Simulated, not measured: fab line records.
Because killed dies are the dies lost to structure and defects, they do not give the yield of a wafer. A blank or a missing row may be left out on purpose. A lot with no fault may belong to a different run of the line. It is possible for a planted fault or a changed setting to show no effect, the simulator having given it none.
fab line records ; flow n5_finfet
[record] lots = 4; wafers = 10; last_day = 17
route steps=1938 shown BEOL_M9@1458 BEOL_M10@1470 PASSIVATION@1936
lots untouched by any fault: they come from a run of this same line in which no faults occurred
start_h: start of the lot's first displayed wafer, in hours after the record's first day ; wait_h: hours from the lot's prior step to this one ; " repeats the value in the row above ; L1.1+2: one row covering several wafers at once ; - value missing, or start not given ; * or withheld: withheld ; < > ~ a bound
route shown NAME@n: names a module that has steps shown in the file, with the first one's number in the route ; usual: average and standard deviation across the fault-free wafers ; same: alike in all rows ; chamber/n: place in a boat ; sites: readings site by site ; _std_site: the values' standard deviation ; _edge_site: the outer-site mean with the inner-site mean subtracted ; radius_mm: for every site, how far away it sits from the centre of the wafer ; mask NAME#n: copy n ; behind: tool/chamber where the wafer was last shaped ; hold: why the lot went on hold/how many hours it stayed there/how the hold came to an end ; device: the transistor (n, p or np) that didn't switch ; end of line: tests run on the same wafers once the route is complete ; a step without rows: its recipe alone ; killed: at the first sort, the dies lost to defects and structure; wafer yield is something else ; map: dies across one wafer; x = killed, . = not, _ = none there
set.NAME: the setting that was run; set.NAME@STEP: the one run at that earlier step ; model.NAME: the simulator's own value behind a step, which no gauge read
certain route steps with their lots: each step a table, each wafer a row
services: from which hour (start_h, from the record's first day; less than 0 if before it) a tool's chamber was out of use, for how many hours, and why
[[steps]]
[step N5_BEOL_M9_ALD_74]
[recipe] material = TaN; target_thk_a = 20; temp_c = 275; ald_precursor_family = PDMAT; ald_co_reactant = NH3; pressure_torr = 3; carrier_flow_sccm = 1500; pulse_time_s = 2; purge_time_s = 3; co_reactant_purge_time_s = 2; co_reactant_pulse_time_s = 3; ald_cycles = 40; precursor_vessel_temp_c = 75; precursor_vessel_pressure_torr = 26.25; precursor_vessel_carrier_sccm = 1000
[step N5_BEOL_M9_SURFACE_TREAT_79]
[recipe] gas = Ar; time_s = *; ion_energy_ev = *; ion_current_ma_cm2 = 0.5; pressure_mtorr = *; ar_flow_sccm = 30
[step N5_BEOL_M9_CVD_78]
[recipe] material = Co; target_thk_a = 20; temp_c = withheld; precursor = CCTBA/H2; pressure_torr = 30; time_s = 138.9
[step N5_BEOL_M9_SPUTTER_48]
[recipe] material = Cu; target_thk_a = 120; temp_c = -20; bias_v = 60; power_w = 26000; chamber_pressure_pa = 0.13; time_s = 2
[step N5_BEOL_M9_ECD_50]
[recipe] material = Cu; target_thk_a = 3180
[step N5_BEOL_M9_ANNEAL_51]
[recipe] temp_c = 225; time_s = 90; ambient = N2
[step N5_BEOL_M9_CMP_52]
[recipe] stop_on = SiCOH_lowk; t_overpolish_s = 7; down_force_psi = 1; platen_rpm = 50; clearing_platen_down_force_psi = 1.5; clearing_platen_rpm = 50; post_cmp_clean = cu_alkaline; target_thk_nm = 140; clearing_platen_pad_velocity_m_s = 0.99484; pad_velocity_m_s = 0.99484
[step N5_BEOL_M9_PRE_CLEAN_55]
[recipe] gas = NH3; time_s = 15; temp_c = withheld; rf_power_w = 300
[step N5_BEOL_M9_DEP_56]
[recipe] material = SiCN; target_thk_a = 150; temp_c = withheld; precursor = 3MS/NH3; pressure_torr = 3; rf_w = 202; time_s = 26.5
[step N5_BEOL_M10_ILD_DEP_00]
[recipe] material = SiCOH_lowk; target_thk_a = 3085.1; temp_c = 300; precursor = DEMS/porogen; pressure_torr = 5; rf_w = 500; time_s = 58
[usual] heater_power_w = 329/38; run_length_s = 100.9/0.45; showerhead_plenum_p_Torr = 5.738/0.012; throttle_valve_pct = 13.7/0.69
lot.wafer;tool;chamber;start_h;wait_h;heater_power_w;run_length_s;showerhead_plenum_p_Torr;throttle_valve_pct;model.SiCOH_lowk_of_BEOL_M10_ILD_DEP_00.thk_nm
L740.1;pecvd-01;0;243.71;0.0;300;100.8;5.751;14.2;308.8
L740.2;pecvd-01;2;243.71;0.0;372;101.5;5.749;12.7;313.2
L740.6;pecvd-01;0;243.71;0.0;302;101.1;5.758;14.0;310.2
L750.2;pecvd-01;2;307.91;0.0;336;101.7;5.748;12.9;308.6
L750.3;pecvd-01;0;307.91;0.0;266;90.0;5.733;14.2;254.6
L756.1;pecvd-01;1;340.64;0.0;404;100.5;5.715;13.7;305.4
L756.5;pecvd-01;0;340.64;0.0;266;89.9;5.737;14.1;256
L758.1;pecvd-02;1;352.41;0.0;324;100.9;5.753;14.8;310
L758.3;pecvd-02;0;352.41;0.0;358;101.6;5.762;13.3;305.8
L758.6;pecvd-02;2;352.41;0.0;346;101.4;5.717;14.9;305.4
[step N5_BEOL_M10_CURE_71]
[recipe] temp_c = 385; time_s = 240; ambient = He/Ar; material = SiCOH_lowk
[step N5_BEOL_M10_THK_MEAS_01]
[recipe] reads = SiCOH_lowk_of_BEOL_M10_ILD_DEP_00
[usual] M10_ILD_THK = 269/3.8
lot.wafer;tool;chamber;start_h;wait_h;M10_ILD_THK[nm]
L740.1;film_metro-02;-;244.31;0.4;268
L740.2;film_metro-02;-;244.31;0.4;272
L740.6;film_metro-02;-;244.31;0.4;270
L750.2;film_metro-01;-;308.50;0.4;268
L750.3;film_metro-01;-;308.50;0.4;221
L756.1;film_metro-02;-;341.71;0.8;265
L756.5;film_metro-02;-;341.71;0.8;222
L758.1;film_metro-02;-;353.00;0.4;269
L758.3;film_metro-02;-;353.00;0.4;266
L758.6;film_metro-02;-;353.00;0.4;265
[step N5_BEOL_M10_PECVD_70]
[recipe] material = SiO2; target_thk_a = 200; temp_c = 400; precursor = TEOS/O2; pressure_torr = 5.5; rf_w = 450; teos_flow_sccm = 53.8; gas = O2; flow_sccm = 3000; time_s = 22.7
[step N5_BEOL_M10_HM_DEP_02]
[recipe] material = TiN; target_thk_a = 200; temp_c = 25; chamber_pressure_pa = 0.49996
[step N5_BEOL_M10_COAT_59]
[recipe] resist = SOC; temp_c = 250; time_s = 60; spin_rpm = 1500; resist_thk_nm = 100
[step N5_BEOL_M10_COAT_60]
[recipe] resist = SiARC; temp_c = 220; time_s = 60; spin_rpm = 1500; resist_thk_nm = 30
[step N5_BEOL_M10_COAT_05]
[recipe] resist = CAR-ArF; spin_rpm = 1500; resist_thk_nm = 90
[step N5_BEOL_M10_EBR_07]
[recipe] solvent = PGMEA; ebr_width_mm = 1.5
[step N5_BEOL_M10_SOFTBAKE_06]
[recipe] temp_c = 110; time_s = 60; resist = CAR-ArF
[step N5_BEOL_M10_EXPOSE_08]
[recipe] mask_id = M10; na = 1.35; source_shape = dipole; sigma_inner = 0.411; sigma_outer = 0.611; polarization = te; dose_mj = 53.75
[step N5_BEOL_M10_PEB_09]
[recipe] peb_temp_c = withheld; peb_time_s = 60; resist = CAR-ArF
[step N5_BEOL_M10_DEVELOP_10]
[recipe] develop_time_s = 30; developer = TMAH; resist = CAR-ArF; rinse_liquid = diw; dry = air_spin; dev_temp_c = 23
[step N5_BEOL_M10_DESCUM_16]
[recipe] chemistry = O2; time_s = 7.9; source_power_w = 50; bias_power_w = 20; pressure_mtorr = 20; rf_frequency_hz = 2.712e+07; temp_c = 40; resist = CAR-ArF; o2_flow_sccm = 225
[step N5_BEOL_M10_ETCH_61]
[recipe] chemistry = CF4; target = SiARC; target_depth_a = 390; mask_material = CAR-ArF; time_s = 65; ion_energy_ev = 80; pressure_mtorr = 40; source_w = 545; bias_w = 36; Ar_flow_sccm = 100; cf4_flow_sccm = 100; ends = cleared
[step N5_BEOL_M10_ETCH_62]
[recipe] chemistry = N2/H2; target = SOC; target_depth_a = 1100; overetch_a = 220; mask_material = SiARC; temp_c = 40; time_s = 165; ion_energy_ev = 200; pressure_mtorr = 30; source_w = 840; bias_w = 150; n2_flow_sccm = 200; h2_flow_sccm = 200
[step N5_BEOL_M10_STRIP_68]
[recipe] chemistry = N2/H2; temp_c = 40; n2_flow_sccm = 200; h2_flow_sccm = 200; rf_frequency_hz = 6e+07
[step N5_BEOL_M10_STRIP_67]
[recipe] chemistry = CF4; resist = SiARC; power_w = 300; bias_power_w = 75; pressure_mtorr = 50; cf4_flow_sccm = 150; rf_frequency_hz = 6e+07
[step N5_BEOL_M10_HM_OPEN_17]
[recipe] chemistry = Cl2/BCl3; target_depth_a = 200; overetch_a = 60; target = TiN; mask_material = SOC; ion_energy_ev = 150; pressure_mtorr = 10; icp_w = 1000; bias_w = 126; Cl2_flow_sccm = 53.25; bcl3_flow_sccm = 21.75; Ar_flow_sccm = 25
[step N5_BEOL_M10_STRIP_19]
[recipe] chemistry = O2; power_w = 400; temp_c = 40; pressure_mtorr = 30; rf_frequency_hz = 6e+07; bias_power_w = 0; overash_fraction = 0.2; o2_flow_sccm = 225
[step N5_BEOL_M10_COAT_63]
[recipe] resist = SOC; temp_c = 250; time_s = 60; spin_rpm = 1500; resist_thk_nm = 100
[step N5_BEOL_M10_COAT_64]
[recipe] resist = SiARC; temp_c = 220; time_s = 60; spin_rpm = 1500; resist_thk_nm = 30
[step N5_BEOL_M10_COAT_22]
[recipe] resist = CAR-ArF; spin_rpm = 1500; resist_thk_nm = 90
[step N5_BEOL_M10_EBR_24]
[recipe] solvent = PGMEA; ebr_width_mm = 1.5
[step N5_BEOL_M10_SOFTBAKE_23]
[recipe] temp_c = 110; time_s = 60; resist = CAR-ArF
[step N5_BEOL_M10_EXPOSE_25]
[recipe] mask_id = V9; na = 1.35; source_shape = annular; sigma_inner = 0.5; sigma_outer = 0.8; polarization = unpolarized; dose_mj = 85.5
[step N5_BEOL_M10_CMP_52]
[recipe] stop_on = SiCOH_lowk; t_overpolish_s = 7; down_force_psi = 1; platen_rpm = 50; clearing_platen_down_force_psi = 1.5; clearing_platen_rpm = 50; post_cmp_clean = cu_alkaline; target_thk_nm = 140; clearing_platen_pad_velocity_m_s = 0.99484; pad_velocity_m_s = 0.99484
[usual] clearing_platen_down_force_psi = 1.5000/0.0028; motor_current_A = 6.1/0.61; pad_life_wafers = 892/530; slurry_flow_ml_min = 150.0/0.46
lot.wafer;tool;chamber;start_h;wait_h;clearing_platen_down_force_psi;motor_current_A;pad_life_wafers;slurry_flow_ml_min;model.SiCOH_lowk_of_BEOL_M10_ILD_DEP_00.thk_nm
L740.1;cmp-02;2;253.85;0.3;1.5020;5.9;146;150.6;265.2
L740.2;cmp-02;3;253.85;0.3;1.4990;6.0;147;150.6;269.2
L740.6;cmp-02;1;253.85;0.3;1.5051;6.8;-;150.4;266.4
L750.2;cmp-02;0;314.44;0.2;1.5004;5.5;643;149.6;265
L750.3;cmp-02;2;314.44;0.2;1.4973;6.1;645;150.0;217.6
L756.1;cmp-01;3;348.33;0.3;1.5002;5.8;979;150.4;262.2
L756.5;cmp-01;2;348.33;0.3;1.5036;7.7;-;150.8;218.8
L758.3;cmp-03;2;361.88;0.2;1.5031;5.9;1782;149.4;262.6
L758.1;cmp-03;1;361.88;0.2;1.4989;6.4;1785;150.4;266.4
L758.6;cmp-03;2;361.88;0.2;1.5021;5.9;-;150.1;262.4
[step N5_PASSIVATION_PROBE_49]
[usual] defect_limited_yield = 91.0/1.5; killed_at_M0_to_M3 = 35/11; killed_at_M4_up = 13/6; killed_at_contacts = 14/6.5; killed_at_front_end = 40/12; killed_at_other = 4/3.4; killed_dies = 106/18; killed_open = 68/14; killed_short = 35/7.7; sort_bin_5_function = 5.2/0.98; sort_bin_6_memory = 3.4/0.72; sort_n_pass = 1074/18; sort_yield_pct = 91.0/1.5
[same] gross_dies = 1180; killed_at_back_side = 0; sort_bin_4_leakage[%] = 0; sort_bin_8_speed[%] = 0
lot.wafer;tool;chamber;start_h;wait_h;defect_limited_yield[%];killed_at_M0_to_M3;killed_at_M4_up;killed_at_contacts;killed_at_front_end;killed_at_other;killed_dies;killed_open;killed_short;sort_bin_5_function[%];sort_bin_6_memory[%];sort_n_pass;sort_yield_pct[%]
L740.1;prober-02;-;302.41;0.0;89.0;58;12;14;43;3;130;88;37;6.4;4.3;1050;89.0
L740.2;prober-02;-;302.46;0.1;94.1;24;10;18;18;0;70;46;22;3.8;1.9;1110;94.1
L740.6;prober-02;-;302.66;0.3;92.7;40;12;10;20;4;86;60;24;4.1;3.0;1094;92.7
L750.3;prober-01;-;366.62;0.1;92.0;43;9;17;23;2;94;68;26;4.7;3.2;1086;92.0
L756.1;prober-02;-;396.18;0.0;90.8;36;6;25;39;3;109;82;26;4.9;4.2;1071;90.8
L756.5;prober-02;-;396.38;0.2;92.3;24;5;18;38;6;91;54;33;4.7;2.7;1089;92.3
L758.1;prober-01;-;410.02;0.0;90.2;25;10;11;66;4;116;72;41;5.8;3.4;1064;90.2
L758.3;prober-01;-;410.12;0.1;87.7;21;16;33;75;0;145;103;41;6.3;5.7;1035;87.7
L758.6;prober-01;-;410.27;0.3;91.7;19;8;24;47;0;98;65;33;4.5;3.3;1082;91.7
// killed by level:class
L740.1 FIN_SAQP:geometric_particle:open=22 BEOL_M0_SAQP:geometric_particle:short=22 BEOL_M0_SAQP:geometric_particle:open=21 MOL_CONTACT_COAG:geometric_particle:open=10 BEOL_M1:geometric_particle:open=7 DUMMY_GATE:geometric_particle:open=5 BEOL_M5:geometric_particle:open=5 FIN_SAQP:geometric_particle:short=4
L740.2 MOL_CONTACT_COAG:geometric_particle:open=13 BEOL_M0_SAQP:geometric_particle:open=8 BEOL_M0_SAQP:geometric_particle:short=7 FIN_SAQP:geometric_particle:open=5 MOL_CONTACT_COAG:geometric_particle:short=5 BEOL_M1:geometric_particle:open=3 BEOL_M3:geometric_particle:open=3 BEOL_M4:geometric_particle:open=3
L740.6 BEOL_M0_SAQP:geometric_particle:open=12 BEOL_M3:geometric_particle:open=10 BEOL_M0_SAQP:geometric_particle:short=9 MOL_CONTACT_COAG:geometric_particle:open=6 BEOL_M8:geometric_particle:open=6 DUMMY_GATE:geometric_particle:open=5 MOL_CONTACT_COAG:geometric_particle:short=4 FIN_SAQP:geometric_particle:open=3
L750.3 MOL_CONTACT_COAG:geometric_particle:open=14 BEOL_M0_SAQP:geometric_particle:open=12 BEOL_M1:geometric_particle:open=12 BEOL_M0:geometric_particle:open=8 FIN_SAQP:geometric_particle:short=6 FIN_SAQP:geometric_particle:open=5 BEOL_M0_SAQP:geometric_particle:short=5 MOL_CONTACT_COAG:geometric_particle:short=3
L756.1 MOL_CONTACT_COAG:geometric_particle:open=23 BEOL_M2:geometric_particle:open=11 FIN_SAQP:geometric_particle:open=10 BEOL_M1:geometric_particle:open=8 STI_FIN_REVEAL:geometric_particle:open=7 DUMMY_GATE:geometric_particle:open=6 BEOL_M0_SAQP:geometric_particle:short=6 FIN_SAQP:geometric_particle:short=5
L756.5 MOL_CONTACT_COAG:geometric_particle:open=15 FIN_SAQP:geometric_particle:short=9 DUMMY_GATE:geometric_particle:open=6 FIN_SAQP:geometric_particle:open=5 BEOL_M0_SAQP:geometric_particle:open=5 BEOL_M2:geometric_particle:open=5 BEOL_M1:geometric_particle:open=4 MOL_CONTACT_COAG:geometric_particle:short=3
L758.1 STI_FIN_REVEAL:geometric_particle:open=20 BEOL_M0_SAQP:geometric_particle:short=14 DUMMY_GATE:geometric_particle:open=9 MOL_CONTACT_COAG:geometric_particle:open=9 FIN_SAQP:geometric_particle:open=8 GATE_CUT:geometric_particle:short=8 BEOL_M2:geometric_particle:open=6 FIN_SAQP:geometric_particle:short=4
L758.3 STI_FIN_REVEAL:geometric_particle:open=32 MOL_CONTACT_COAG:geometric_particle:open=26 STI_FIN_REVEAL:geometric_particle:short=12 BEOL_M4:geometric_particle:open=7 MOL_CONTACT_COAG:geometric_particle:short=7 BEOL_M2:geometric_particle:open=7 FIN_SAQP:geometric_particle:short=6 DUMMY_GATE:geometric_particle:open=6
L758.6 STI_FIN_REVEAL:geometric_particle:open=22 MOL_CONTACT_COAG:geometric_particle:open=16 MOL_CONTACT_COAG:geometric_particle:short=8 FIN_SAQP:geometric_particle:short=7 BEOL_M0_SAQP:geometric_particle:short=5 BEOL_M0_SAQP:geometric_particle:open=5 STI_FIN_REVEAL:geometric_particle:short=4 BEOL_M4:geometric_particle:open=4
[[services]]
tool;chamber;start_h;hours;kind
cmp-02;-;231.34;4.0;pm
cmp-02;-;235.34;-;consumable_replace:conditioner
cmp-02;-;235.34;-;consumable_replace:pad
pecvd-01;0;248.25;4.4;repair
pecvd-01;1;260.05;5.9;repair
pecvd-02;-;265.18;2.9;repair
pecvd-02;-;268.09;2.8;pm
cmp-03;-;276.92;1.5;repair
cmp-01;-;281.67;3.9;repair
pecvd-02;2;301.28;5.5;scheduled_down
pecvd-02;0;309.92;5.5;scheduled_down
cmp-02;-;312.55;0.3;repair
pecvd-02;-;323.87;14.6;pm
cmp-01;-;352.54;5.1;pm
[[key]]
[first_sign] step = N5_BEOL_M10_ILD_DEP_00; reading = run_length_s; direction = down; sigmas = 24; usual = *; struck = *
[effect] step = N5_BEOL_M10_THK_MEAS_01; reading = M10_ILD_THK; direction = down; sigmas = 13; usual = 269; struck = 221
[model_effect] step = N5_BEOL_M10_ILD_DEP_00; value = SiCOH_lowk_of_BEOL_M10_ILD_DEP_00.thk_nm; without = 311.3; struck = 255.3
[model_effect] step = N5_BEOL_M10_CMP_52; value = SiCOH_lowk_of_BEOL_M10_ILD_DEP_00.thk_nm; without = 267.5; struck = 218.2
met_at N5_BEOL_M10_ILD_DEP_00
struck_wafers L750.3,L756.5
onset_between 243.71 307.91
[fault] kind = process_parameter_drift; tool = pecvd-01; chamber = -; onset_h = 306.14; steps = N5_BEOL_M10_ILD_DEP_00; channel = time_s; offset = *; shape = step; end_h = 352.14; scope = struck_wafers_only; acts_in = *; stated = *
